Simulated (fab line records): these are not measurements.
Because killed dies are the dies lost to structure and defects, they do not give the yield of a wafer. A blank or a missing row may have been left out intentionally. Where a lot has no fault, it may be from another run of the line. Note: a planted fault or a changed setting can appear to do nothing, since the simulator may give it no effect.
fab line records -- flow nandHarc
record: lots: 5, wafers: 15, lastDay: 34
route steps=1302 shown P_STI@107 P_GATE@110 END@1302
lots that met no fault: taken from a fault-free run of the same line
startH: hours from the record's first day to the start of the lot's first wafer shown -- waitH: hours from the lot's prior step to this one -- " the same as in the row above -- L1.1+2: a row that stands for several wafers -- - no value present, or no start provided -- * or withheld: withheld -- < > ~ a bound
route shown NAME@n: NAME is a module with steps in the file, n the number in the route of the first one -- usual: mean and standard deviation over wafers with no fault -- same: alike in all rows -- chamber/n: place in a boat -- sites: per-site readings -- _std_site: the values' standard deviation -- _edge_site: mean of outer sites minus mean of inner sites -- radiusMm: how far each site lies from the wafer's centre -- mask NAME#n: copy n -- behind: the last tool/chamber to shape the wafer -- hold: what put the lot on hold/how long, in hours/how the hold closed -- device: transistor that didn't switch, given as n, p or np -- end of line: the tests these same wafers got at the end of their route -- for a step that has no rows: nothing shown but its recipe -- killed: dies that structure and defects cost at the first sort, which is not the same as the wafer's yield -- map: a wafer's dies, x killed, . not, _ none there
set.NAME: the run value of the setting; set.NAME@STEP: its run value at that earlier step -- model.NAME: the simulator's own value behind a step, which no gauge read
lots at selected steps of the route; one table per step, one row per wafer
services: when a tool's chamber went out of use (startH, in hours from the record's first day, below 0 if earlier), for how many hours, and the reason
== steps ==
step: NHARC_P_STI_SRD_39
step: NHARC_P_STI_OXIDE_40
recipe: targetThkA: 100, tempC: 900, oxTimeS: 1362, material: SiO2
step: NHARC_P_STI_INSPECT_25
usual: rawDefectCount: 212/77
lot.wafer,tool,chamber,startH,waitH,rawDefectCount
L738.3,defectInspect-01,-,148.39,0.4,176
L738.5,defectInspect-01,-,148.39,0.4,262
L738.6,defectInspect-01,-,148.39,0.4,147
L740.1,defectInspect-02,-,164.54,0.4,170
L740.3,defectInspect-02,-,164.54,0.4,281
L740.4,defectInspect-02,-,164.54,0.4,385
L745.2,defectInspect-02,-,219.68,0.4,248
L745.4,defectInspect-02,-,219.68,0.4,326
L745.5,defectInspect-02,-,219.68,0.4,200
L750.2,defectInspect-01,-,259.94,0.4,322
L750.3,defectInspect-01,-,259.94,0.4,202
L750.5,defectInspect-01,-,259.94,0.4,306
L753.1,defectInspect-02,-,291.21,0.4,154
L753.4,defectInspect-02,-,291.21,0.4,148
L753.6,defectInspect-02,-,291.21,0.4,187
step: NHARC_P_GATE_ETCH_69
recipe: targetDepthA: 140, chemistry: dHF, material: SiO2
step: NHARC_P_GATE_PRECLEAN_70
recipe: timeS: *, tempC: 50, bathAgeMin: 0, chemistry: SC1
step: NHARC_P_GATE_SRD_01
step: NHARC_P_GATE_OXIDE_02
recipe: targetThkA: 375, tempC: 950, pH2oTorr: 720, oxTimeS: 365, material: SiO2
step: NHARC_P_GATE_DEHYDRATE_03
recipe: tempC: 150, timeS: 120
step: NHARC_P_GATE_HMDS_04
recipe: timeS: 30
step: NHARC_P_GATE_COAT_05
recipe: spinRpm: 4690
step: NHARC_P_GATE_SOFTBAKE_06
recipe: tempC: 122, timeS: 95
step: NHARC_P_GATE_EBR_07
step: NHARC_P_GATE_EXPOSE_08
recipe: na: 0.6, doseMj: 16.75, maskId: P_HV
usual: reticleTempC: 23.02/0.099
lot.wafer,tool,chamber,startH,waitH,mask,reticleTempC
L738.3,krfScanner-02,0,156.92,-,P_HV#0,22.90
L738.5,krfScanner-02,0,156.92,-,P_HV#0,23.01
L738.6,krfScanner-02,0,156.92,-,P_HV#0,23.03
L740.1,krfScanner-03,0,173.06,-,P_NSD#0,23.05
L740.3,krfScanner-03,0,173.06,-,P_NSD#0,22.99
L740.4,krfScanner-03,0,173.06,-,P_NSD#0,23.13
L745.2,krfScanner-02,0,228.48,-,P_HV#0,23.18
L745.4,krfScanner-02,0,228.48,-,P_HV#0,23.16
L745.5,krfScanner-02,0,228.48,-,P_HV#0,23.17
L750.2,krfScanner-03,0,268.19,-,P_HV#0,22.89
L750.3,krfScanner-03,0,268.19,-,P_HV#0,22.96
L750.5,krfScanner-03,0,268.19,-,P_HV#0,22.84
L753.1,krfScanner-04,0,301.01,-,P_HV#0,23.03
L753.4,krfScanner-04,0,301.01,-,P_HV#0,23.06
L753.6,krfScanner-04,0,301.01,-,P_HV#0,23.08
step: NHARC_P_GATE_PEB_09
recipe: pebTempC: 118, pebTimeS: 85
step: NHARC_P_GATE_DEVELOP_10
recipe: timeS: 70
step: NHARC_P_GATE_CD_MEAS_11
recipe: targetCdNm: 1640, landingEnergyEv: 500
usual: cdNm: 1640.3/1.4
lot.wafer,tool,chamber,startH,waitH,cdNm
L738.3,cdSem-03,0,157.07,-,1641.0
L738.5,cdSem-03,0,157.07,-,1639.3
L738.6,cdSem-03,0,157.07,-,1637.8
L740.1,cdSem-02,0,173.22,-,-
L740.3,cdSem-02,0,173.22,-,-
L740.4,cdSem-02,0,173.22,-,-
L745.2,cdSem-02,0,228.63,-,1641.3
L745.4,cdSem-02,0,228.63,-,1638.6
L745.5,cdSem-02,0,228.63,-,1641.1
L750.2,cdSem-02,0,268.34,-,1640.2
L750.3,cdSem-02,0,268.34,-,1640.8
L750.5,cdSem-02,0,268.34,-,1637.2
L753.1,cdSem-02,0,301.17,-,1641.2
L753.4,cdSem-02,0,301.17,-,1641.9
L753.6,cdSem-02,0,301.17,-,1640.8
step: NHARC_P_GATE_HARDBAKE_12
recipe: tempC: 125, timeS: 80
step: NHARC_END_SORT_01
recipe: tempC: 25
usual: killedAtArray: 53/18, killedAtOther: 0.8/1.1, killedAtPeriphery: 4.1/2.7, killedDies: 58/18, killedOpen: 3.1/1.7, killedShort: 2.7/1.7
same: grossDies: 677
lot.wafer,tool,chamber,startH,waitH,killedAtArray,killedAtOther,killedAtPeriphery,killedDies,killedOpen,killedShort
L738.3,prober-02,0,653.22,3.1,25,1,9,35,7,3
L738.5,prober-02,0,654.82,3.7,28,0,7,35,2,2
L738.6,prober-02,0,655.63,4.0,24,2,3,29,3,3
L740.1,prober-02,0,659.42,2.5,56,0,621,677,5,3
L740.3,prober-02,0,661.01,3.1,57,0,620,677,2,4
L740.4,prober-02,0,661.81,3.4,46,0,631,677,2,4
L745.2,prober-02,0,699.19,3.1,34,0,1,35,2,1
L745.4,prober-02,0,700.79,3.7,40,1,2,43,4,2
L745.5,prober-02,0,701.59,4.0,43,0,1,44,3,4
L750.2,prober-01,0,753.66,2.8,64,0,1,65,1,1
L750.3,prober-01,0,754.45,3.1,93,1,4,98,3,5
L750.5,prober-01,0,756.02,3.7,94,0,6,100,4,2
killed by level:class
L738.3 A_CHANNEL_HOLE_D2:chamberFilmFlake=11 P_ZERO_WELL:chamberFilmFlake=4 A_CHANNEL_HOLE_D1:chamberFilmFlake=4 P_GATE:chamberFilmFlake=3 A_DECK1_JOINT:geometricParticle:short=2 P_STI:geometricParticle:open=1 P_M0:geometricParticle:open=1 A_ONON_D1:geometricParticle:open=1
L738.5 A_CHANNEL_HOLE_D2:chamberFilmFlake=15 A_CHANNEL_HOLE_D1:chamberFilmFlake=6 P_ZERO_WELL:chamberFilmFlake=4 P_M0:geometricParticle:open=1 A_ONON_D1:geometricParticle:open=1 A_CHANNEL_FILL_D2:geometricParticle:short=1 A_BLC:geometricParticle:short=1 P_GATE:chamberFilmFlake=1
L738.6 A_CHANNEL_HOLE_D2:chamberFilmFlake=12 A_CHANNEL_HOLE_D1:chamberFilmFlake=4 A_CONTACT:geometricParticle:open=2 P_GATE:chamberFilmFlake=2 HYBRID_BOND:chamberFilmFlake=2 A_DECK1_JOINT:geometricParticle:short=1 A_ONON_D2:geometricParticle:short=1 A_SGD_CUT:geometricParticle:open=1
L740.1 P_GATE:areaExpose=615 A_CHANNEL_HOLE_D1:chamberFilmFlake=38 A_CHANNEL_HOLE_D2:chamberFilmFlake=7 P_GATE:chamberFilmFlake=6 A_CHANNEL_FILL_D2:geometricParticle:open=2 A_ONON_D1:geometricParticle:short=1 A_CHANNEL_FILL_D1:geometricParticle:open=1 A_DECK1_JOINT:geometricParticle:open=1
L740.3 P_GATE:areaExpose=615 A_CHANNEL_HOLE_D1:chamberFilmFlake=34 A_CHANNEL_HOLE_D2:chamberFilmFlake=11 P_GATE:chamberFilmFlake=5 A_CONTACT:geometricParticle:open=2 A_WL_FILL:chamberFilmFlake=2 A_CONTACT:chamberFilmFlake=2 A_ONON_D1:geometricParticle:short=1
L740.4 P_GATE:areaExpose=623 A_CHANNEL_HOLE_D1:chamberFilmFlake=18 A_CHANNEL_HOLE_D2:chamberFilmFlake=13 P_ZERO_WELL:chamberFilmFlake=4 P_GATE:chamberFilmFlake=4 A_CHANNEL_FILL_D2:chamberFilmFlake=3 A_ONON_D2:geometricParticle:open=2 A_M0:geometricParticle:short=2
L745.2 A_CHANNEL_HOLE_D2:chamberFilmFlake=18 A_CHANNEL_HOLE_D1:chamberFilmFlake=6 A_SLIT:chamberFilmFlake=3 A_CHANNEL_FILL_D1:chamberFilmFlake=2 A_WL_FILL:chamberFilmFlake=2 P_GATE:geometricParticle:open=1 A_ONON_D2:geometricParticle:open=1 A_SLIT:geometricParticle:short=1
L745.4 A_CHANNEL_HOLE_D2:chamberFilmFlake=15 A_CHANNEL_HOLE_D1:chamberFilmFlake=9 A_WL_FILL:chamberFilmFlake=4 A_DECK1_JOINT:chamberFilmFlake=3 A_CHANNEL_FILL_D1:chamberFilmFlake=2 A_CONTACT:chamberFilmFlake=2 P_CONTACT:geometricParticle:short=1 P_M0:geometricParticle:short=1
L745.5 A_CHANNEL_HOLE_D1:chamberFilmFlake=14 A_CHANNEL_HOLE_D2:chamberFilmFlake=13 A_WL_FILL:chamberFilmFlake=4 A_SLIT:chamberFilmFlake=2 P_GATE:geometricParticle:short=1 A_CHANNEL_FILL_D1:geometricParticle:open=1 A_DECK1_JOINT:geometricParticle:short=1 A_ONON_D2:geometricParticle:short=1
L750.2 A_CHANNEL_HOLE_D2:chamberFilmFlake=28 A_SLIT:chamberFilmFlake=21 A_CHANNEL_HOLE_D1:chamberFilmFlake=11 A_SLIT:geometricParticle:short=1 A_BLC:geometricParticle:open=1 P_GATE:chamberFilmFlake=1 A_CHANNEL_FILL_D1:chamberFilmFlake=1 A_CONTACT:chamberFilmFlake=1
L750.3 A_CHANNEL_HOLE_D1:chamberFilmFlake=35 A_CHANNEL_HOLE_D2:chamberFilmFlake=28 A_SLIT:chamberFilmFlake=18 A_CONTACT:chamberFilmFlake=6 P_CONTACT:geometricParticle:open=1 P_M0:geometricParticle:open=1 P_M2:geometricParticle:short=1 A_ONON_D1:geometricParticle:short=1
L750.5 A_CHANNEL_HOLE_D1:chamberFilmFlake=35 A_CHANNEL_HOLE_D2:chamberFilmFlake=25 A_SLIT:chamberFilmFlake=24 A_CONTACT:chamberFilmFlake=5 P_M0:geometricParticle:open=2 A_ZERO_WELL:chamberFilmFlake=2 P_CONTACT:geometricParticle:open=1 P_M0:geometricParticle:short=1
map L740.1 (x killed, . not)
____________x____________
_________xxxxxxx_________
_______xxxxxxxxxxx_______
______xxxxxxxxxxxxx______
_____xxxxxxxxxxxxxxx_____
____xxxxxxxxxxxxxxxxx____
____xxxxxxxxxxxxxxxxx____
___xxxxxxxxxxxxxxxxxxx___
___xxxxxxxxxxxxxxxxxxx___
__xxxxxxxxxxxxxxxxxxxxx__
__xxxxxxxxxxxxxxxxxxxxx__
_xxxxxxxxxxxxxxxxxxxxxxx_
_xxxxxxxxxxxxxxxxxxxxxxx_
_xxxxxxxxxxxxxxxxxxxxxxx_
_xxxxxxxxxxxxxxxxxxxxxxx_
_xxxxxxxxxxxxxxxxxxxxxxx_
xxxxxxxxxxxxxxxxxxxxxxxxx
xxxxxxxxxxxxxxxxxxxxxxxxx
xxxxxxxxxxxxxxxxxxxxxxxxx
xxxxxxxxxxxxxxxxxxxxxxxxx
xxxxxxxxxxxxxxxxxxxxxxxxx
_xxxxxxxxxxxxxxxxxxxxxxx_
_xxxxxxxxxxxxxxxxxxxxxxx_
_xxxxxxxxxxxxxxxxxxxxxxx_
_xxxxxxxxxxxxxxxxxxxxxxx_
_xxxxxxxxxxxxxxxxxxxxxxx_
__xxxxxxxxxxxxxxxxxxxxx__
__xxxxxxxxxxxxxxxxxxxxx__
___xxxxxxxxxxxxxxxxxxx___
___xxxxxxxxxxxxxxxxxxx___
____xxxxxxxxxxxxxxxxx____
____xxxxxxxxxxxxxxxxx____
_____xxxxxxxxxxxxxxx_____
______xxxxxxxxxxxxx______
_______xxxxxxxxxxx_______
_________xxxxxxx_________
____________x____________
map L750.5 (x killed, . not)
____________.____________
_________......._________
_______.....x....._______
______......x......______
_____.......x......._____
____......xx.........____
____.....xxxx.x......____
___......xx.x.xx....x.___
___...x.xx.xxx........___
__.........xxx.........__
__......xxx..x.....x..x__
_.......xxx.x..........._
_........x.x............_
_.........x............._
_......................._
_.........x...x........._
.......x.................
.........x...............
.......................x.
............x............
x........................
_......................._
_................x......_
_.................x....._
_...............x......._
_....x...........x......_
__xx.x.....x...........__
__..x.x....xx..........__
___x..xx..xxxx..x.....___
___xxx...x..x.x.......___
____xxxx.x.xx.x......____
____xxxx...xxx.......____
_____x.x...xx......._____
______xx.x.xx..x...______
_______..x.x.x...._______
_________......._________
____________.____________
== services ==
tool,chamber,startH,hours,kind
krfScanner-04,-,136.63,0.6,repair
krfScanner-04,-,156.51,0.5,repair
krfScanner-02,0,163.74,-,calibration
krfScanner-04,-,171.61,2.7,repair
krfScanner-04,-,182.00,4.0,pm
krfScanner-03,-,224.00,4.0,pm
krfScanner-04,0,252.89,-,calibration
krfScanner-03,0,259.91,-,calibration
krfScanner-02,-,266.06,4.0,pm
== key ==
firstSign: step: NHARC_P_GATE_EXPOSE_08, reading: mask, direction: changed
effect: step: NHARC_P_GATE_CD_MEAS_11, reading: cdNm, direction: missing
effect: step: NHARC_END_SORT_01, reading: killedAtPeriphery, direction: up, sigmas: 99+, usual: 4.1, struck: 624
moreKillsBornAt: NHARC_P_GATE_EXPOSE_08@krfScanner-03: 1853
metAt NHARC_P_GATE_EXPOSE_08
struckWafers L740.1,L740.3,L740.4
laterRowsLeftOut L740.1,L740.3,L740.4
testerLeftOut L740
fault: kind: wrongMask, tool: any, chamber: -, onsetH: 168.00, steps: NHARC_P_GATE_EXPOSE_08, auxCopy: P_NSD#0, scope: struckLotsOnly
testerLeftOut: of these lots the tester's yield and bins aren't shown, on N5 and GAA mostly nor the transistor test; their killed dies are dies lost to structure and defects alone, not to doping, threshold or leakage, so they don't give the yield
laterRowsLeftOut: the simulator's readings of these wafers behind a module that went badly wrong aren't trusted and aren't shown, but for the sort
